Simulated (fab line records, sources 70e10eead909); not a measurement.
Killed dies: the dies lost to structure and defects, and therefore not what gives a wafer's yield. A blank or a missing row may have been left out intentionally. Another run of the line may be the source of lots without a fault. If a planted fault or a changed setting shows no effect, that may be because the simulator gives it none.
The tool behind it: which one? :: flow nand_harc :: 12 lots, 36 wafers sampled, at 6 steps of a route of 1302

WHAT THE GAUGES READ, wafer by wafer
NHARC_P_M0_THK_MEAS_24: measures by xrf.
lot: L649
measured: day 5 21:17
on: film_metro-02
thk_nm (nm): 117.9 116.5 117.1

lot: L652
measured: day 7 04:48
on: film_metro-01
thk_nm (nm): 117.3 119.4 119.5

lot: L653
measured: day 7 22:36
on: film_metro-01
thk_nm (nm): 117.5 114.6 120.9

lot: L654
measured: day 8 03:21
on: film_metro-01
thk_nm (nm): 116.8 118.6 117.4

lot: L657
measured: day 9 11:32
on: film_metro-02
thk_nm (nm): 118.3 121.3 116.6

lot: L659
measured: day 10 13:19
on: film_metro-02
thk_nm (nm): 116.6 119.0 115.7

lot: L661
measured: day 11 05:47
on: film_metro-01
thk_nm (nm): 115.0 116.5 118.6

lot: L664
measured: day 12 08:50
on: film_metro-02
thk_nm (nm): 115.9 118.8 117.1

lot: L665
measured: day 12 22:15
on: film_metro-02
thk_nm (nm): 116.9 116.5 119.0

lot: L666
measured: day 13 03:51
on: film_metro-01
thk_nm (nm): 116.2 117.4 117.1

lot: L669
measured: day 14 11:38
on: film_metro-02
thk_nm (nm): 117.9 116.7 118.7

lot: L671
measured: day 15 08:14
on: film_metro-02
thk_nm (nm): 117.9 117.6 118.5

NHARC_P_M1_CD_MEAS_09: target cd 130 nm.
lot: L649
measured: day 5 22:51
on: cd_sem-02
cd_nm (nm): 130.1 130.3 130.0

lot: L652
measured: day 7 06:21
on: cd_sem-01
cd_nm (nm): 130.1 129.4 129.7

lot: L653
measured: day 8 00:09
on: cd_sem-02
cd_nm (nm): 131.0 131.0 130.3

lot: L654
measured: day 8 04:54
on: cd_sem-02
cd_nm (nm): 129.8 129.4 129.3

lot: L657
measured: day 9 13:05
on: cd_sem-01
cd_nm (nm): 129.7 130.9 130.1

lot: L659
measured: day 10 14:52
on: cd_sem-02
cd_nm (nm): 126.2 126.4 127.1

lot: L661
measured: day 11 07:31
on: cd_sem-01
cd_nm (nm): 126.6 127.5 128.0

lot: L664
measured: day 12 10:22
on: cd_sem-01
cd_nm (nm): 130.2 129.4 129.6

lot: L665
measured: day 12 23:48
on: cd_sem-02
cd_nm (nm): 129.8 129.5 130.9

lot: L666
measured: day 13 05:25
on: cd_sem-03
cd_nm (nm): 129.6 129.8 129.5

lot: L669
measured: day 14 13:12
on: cd_sem-01
cd_nm (nm): 130.3 129.2 130.6

lot: L671
measured: day 15 09:53
on: cd_sem-03
cd_nm (nm): 130.4 129.2 129.6

NHARC_END_SORT_01.
lot: L661
measured: day 29 17:01
on: prober-01
defect_limited_yield (%): 93.5
killed_at_array: 37
killed_at_other: 1
killed_at_periphery: 6
killed_dies: 44
killed_open: 4
killed_short: 4
sort_bin_2_pct (%): 2.7
sort_bin_3_pct (%): 0
sort_bin_4_pct (%): 3.8
sort_n_pass: 633
sort_rim_yield_pct (%): 88
sort_yield_pct (%): 93.5

EACH LOT AND THE TOOL THAT RAN IT (in order: tool; ch and the chambers of the sampled wafers; start)
lot: L649
NHARC_P_M0_PRE_CLEAN_29: pvd_sputter-03, day 5 20:47 or earlier
NHARC_P_M0_ANNEAL_30: rtp_anneal-02 ch 0, day 5 20:47
NHARC_P_M1_EXPOSE_06: arfi_scanner-03 ch 0, day 5 22:42

lot: L652
NHARC_P_M0_PRE_CLEAN_29: pvd_sputter-03, day 7 04:08 or earlier
NHARC_P_M0_ANNEAL_30: rtp_anneal-01 ch 0, day 7 04:08
NHARC_P_M1_EXPOSE_06: arfi_scanner-02 ch 0, day 7 06:13

lot: L653
NHARC_P_M0_PRE_CLEAN_29: pvd_sputter-01, day 7 21:56 or earlier
NHARC_P_M0_ANNEAL_30: rtp_anneal-01 ch 0, day 7 21:56
NHARC_P_M1_EXPOSE_06: arfi_scanner-03 ch 0, day 8 00:01

lot: L654
NHARC_P_M0_PRE_CLEAN_29: pvd_sputter-01, day 8 02:42 or earlier
NHARC_P_M0_ANNEAL_30: rtp_anneal-02 ch 0, day 8 02:42
NHARC_P_M1_EXPOSE_06: arfi_scanner-02 ch 0, day 8 04:46

lot: L657
NHARC_P_M0_PRE_CLEAN_29: pvd_sputter-01, day 9 10:55 or earlier
NHARC_P_M0_ANNEAL_30: rtp_anneal-01 ch 0, day 9 10:55
NHARC_P_M1_EXPOSE_06: arfi_scanner-01 ch 0, day 9 12:56

lot: L659
NHARC_P_M0_PRE_CLEAN_29: pvd_sputter-03, day 10 12:42 or earlier
NHARC_P_M0_ANNEAL_30: rtp_anneal-02 ch 0, day 10 12:42
NHARC_P_M1_EXPOSE_06: arfi_scanner-02 ch 0, day 10 14:44

lot: L661
NHARC_P_M0_PRE_CLEAN_29: pvd_sputter-03, day 11 05:11 or earlier
NHARC_P_M0_ANNEAL_30: rtp_anneal-02 ch 0, day 11 05:11
NHARC_P_M1_EXPOSE_06: arfi_scanner-02 ch 0, day 11 07:22

lot: L664
NHARC_P_M0_PRE_CLEAN_29: pvd_sputter-02, day 12 08:10 or earlier
NHARC_P_M0_ANNEAL_30: rtp_anneal-02 ch 0, day 12 08:10
NHARC_P_M1_EXPOSE_06: arfi_scanner-01 ch 0, day 12 10:13

lot: L665
NHARC_P_M0_PRE_CLEAN_29: pvd_sputter-03, day 12 21:36 or earlier
NHARC_P_M0_ANNEAL_30: rtp_anneal-02 ch 0, day 12 21:36
NHARC_P_M1_EXPOSE_06: arfi_scanner-03 ch 0, day 12 23:40

lot: L666
NHARC_P_M0_PRE_CLEAN_29: pvd_sputter-03, day 13 03:11 or earlier
NHARC_P_M0_ANNEAL_30: rtp_anneal-02 ch 0, day 13 03:11
NHARC_P_M1_EXPOSE_06: arfi_scanner-01 ch 0, day 13 05:17

lot: L669
NHARC_P_M0_PRE_CLEAN_29: pvd_sputter-01, day 14 11:02 or earlier
NHARC_P_M0_ANNEAL_30: rtp_anneal-02 ch 0, day 14 11:02
NHARC_P_M1_EXPOSE_06: arfi_scanner-01 ch 0, day 14 13:03

lot: L671
NHARC_P_M0_PRE_CLEAN_29: pvd_sputter-01, day 15 07:34 or earlier
NHARC_P_M0_ANNEAL_30: rtp_anneal-01 ch 0, day 15 07:34
NHARC_P_M1_EXPOSE_06: arfi_scanner-03 ch 0, day 15 09:44
- NHARC_P_M0_PRE_CLEAN_29: time 30 s.
- NHARC_P_M0_ANNEAL_30: time 90 s.
- NHARC_P_M1_EXPOSE_06: exposes mask P M1, target cd 130 nm.

WHAT THE TOOLS THEMSELVES READ (means of the sampled wafers that have a number; where no wafer has one, the mark that the record gives instead)
NHARC_P_M0_PRE_CLEAN_29.
lot: L649
tool: pvd_sputter-03
heater_power_w (W): 402

lot: L652
tool: pvd_sputter-03
heater_power_w (W): 385

lot: L653
tool: pvd_sputter-01
heater_power_w (W): 407

lot: L654
tool: pvd_sputter-01
heater_power_w (W): 446

lot: L657
tool: pvd_sputter-01
heater_power_w (W): 460

lot: L659
tool: pvd_sputter-03
heater_power_w (W): 390

lot: L661
tool: pvd_sputter-03
heater_power_w (W): 408

lot: L664
tool: pvd_sputter-02
heater_power_w (W): 393

lot: L665
tool: pvd_sputter-03
heater_power_w (W): 399

lot: L666
tool: pvd_sputter-03
heater_power_w (W): 412

lot: L669
tool: pvd_sputter-01
heater_power_w (W): 483

lot: L671
tool: pvd_sputter-01
heater_power_w (W): 455

NHARC_P_M0_ANNEAL_30.
lot: L649
tool: rtp_anneal-02
wafer_temp_C_max: 226.78

lot: L652
tool: rtp_anneal-01
wafer_temp_C_max: 226.46

lot: L653
tool: rtp_anneal-01
wafer_temp_C_max: 226.18

lot: L654
tool: rtp_anneal-02
wafer_temp_C_max: 226.66

lot: L657
tool: rtp_anneal-01
wafer_temp_C_max: 226.67

lot: L659
tool: rtp_anneal-02
wafer_temp_C_max: 226.51

lot: L661
tool: rtp_anneal-02
wafer_temp_C_max: 226.40

lot: L664
tool: rtp_anneal-02
wafer_temp_C_max: 226.62

lot: L665
tool: rtp_anneal-02
wafer_temp_C_max: 226.80

lot: L666
tool: rtp_anneal-02
wafer_temp_C_max: 226.67

lot: L669
tool: rtp_anneal-02
wafer_temp_C_max: 226.39

lot: L671
tool: rtp_anneal-01
wafer_temp_C_max: 226.42

NHARC_P_M1_EXPOSE_06.
lot: L649
tool: arfi_scanner-03
exposure_dose_mJ_cm2: 82.9

lot: L652
tool: arfi_scanner-02
exposure_dose_mJ_cm2: 81.8

lot: L653
tool: arfi_scanner-03
exposure_dose_mJ_cm2: 82.9

lot: L654
tool: arfi_scanner-02
exposure_dose_mJ_cm2: 81.7

lot: L657
tool: arfi_scanner-01
exposure_dose_mJ_cm2: 83.3

lot: L659
tool: arfi_scanner-02
exposure_dose_mJ_cm2: 77.0

lot: L661
tool: arfi_scanner-02
exposure_dose_mJ_cm2: 78.0

lot: L664
tool: arfi_scanner-01
exposure_dose_mJ_cm2: 83.3

lot: L665
tool: arfi_scanner-03
exposure_dose_mJ_cm2: 82.9

lot: L666
tool: arfi_scanner-01
exposure_dose_mJ_cm2: 83.3

lot: L669
tool: arfi_scanner-01
exposure_dose_mJ_cm2: 83.3

lot: L671
tool: arfi_scanner-03
exposure_dose_mJ_cm2: 83.0

THE ANSWER, worked out from the rows above alone
Rule: the usual values come from the lots themselves. Put in order of their means at a reading, lots are off if they are a third of the lots or fewer, leave a main group of 4 or more, and stand apart from it by a gap of 3 or more times the standard deviation of the main group's means; of several such gaps the widest counts. If all means in a main group match to the digits the tables above print for the reading, that group is not used. A lot without any number at a reading at which 4 lots or more have one is off too. Where the step has rows for the other lots, those lots are counted as sound. First the gauges in route order, then the tools' own readings, where a lot's mean is used as printed above. The first step at which some lot is off is used, and at that step the reading that is off furthest; a lot without a number counts as furthest.
Off at NHARC_P_M1_CD_MEAS_09 (cd_nm): L659, L661. The main group: mean 130.0 nm, standard deviation 0.35.
A tool fits if, at a process step before that reading, it ran every lot that is off, and no sound lot after the first of them. The gauges at NHARC_P_M1_CD_MEAS_09 aren't tried: what is off there is off at NHARC_P_M1_EXPOSE_06 too, on other tools, and a gauge's error can't cause that. With no start given for some of its lots, NHARC_P_M0_PRE_CLEAN_29 uses the hours and lot order of NHARC_P_M0_ANNEAL_30. One fits: NHARC_P_M1_EXPOSE_06 on arfi_scanner-02. A fault onset in the window from L654 (day 8 04:46, its last sound lot) to L659 (day 10 14:44, its first lot off) fits.
On the lots that are off, the tool's own readings at NHARC_P_M1_EXPOSE_06 differ by more than 5 times the standard deviation of the sound lots' means, which bears it out; exposure_dose_mJ_cm2 reads 77.5 there versus 82.8 on the sound lots.

WHAT WAS PUT IN BY THE SIMULATOR
Drift in process parameters on arfi_scanner-02 at NHARC_P_M1_EXPOSE_06, starting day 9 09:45. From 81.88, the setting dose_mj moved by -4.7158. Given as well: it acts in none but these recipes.
Shown lots that were struck: L659, L661. Same finding as the rule above.
